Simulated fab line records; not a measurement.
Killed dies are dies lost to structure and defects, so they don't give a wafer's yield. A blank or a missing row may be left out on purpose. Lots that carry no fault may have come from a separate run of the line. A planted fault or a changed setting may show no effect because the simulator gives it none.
Chamber matching ; flow n5 finfet ; N5_BEOL_M10_STRIP_19 on rie diel-02 has 4 sister chambers
The step strips in O2. 4 wafers are shown with their chamber, then 12 later ones without.

== WAFERS PAIRED WITH THEIR CHAMBERS ==
wafer;chamber;drypump motor current A (A)
L088.6;0;6.1
L089.1;3;6.3
L089.3;1;5.5
L089.4;2;5.2

== WAFERS WHOSE CHAMBER IS MISSING ==
wafer;drypump motor current A (A)
L090.1;5.5
L090.2;5.2
L090.6;5.2
L096.1;5.5
L096.2;6.1
L096.4;5.2
L097.1;6.4
L097.2;6.1
L097.3;5.2
L097.4;5.5
L097.5;6.4
L097.6;6.1

== EACH ONE'S CHAMBER ==
wafer;from the rows above;in truth
L090.1;1;1
L090.2;2;2
L090.6;2;2
L096.1;1;1
L096.2;0;0
L096.4;2;2
L097.1;3;3
L097.2;0;0
L097.3;2;2
L097.4;1;1
L097.5;3;3
L097.6;0;0
12 of 12 placed correctly. Not placeable from these rows: 0. Wrongly placed: 0.
How it was worked out, from the rows above alone: a wafer's distance from a chamber is the root of the sum, over the readings, of the square of ((its reading less the chamber's mean) divided by the reading's scatter). The wafer belongs to the nearest chamber; if the next one is less than 2 further off, it can't be placed. The mean given for a chamber averages the wafers shown for that chamber. The scatter (one wafer shown for each chamber): square how far every hidden wafer sits from the nearest shown wafer, average those squares and take the square root.
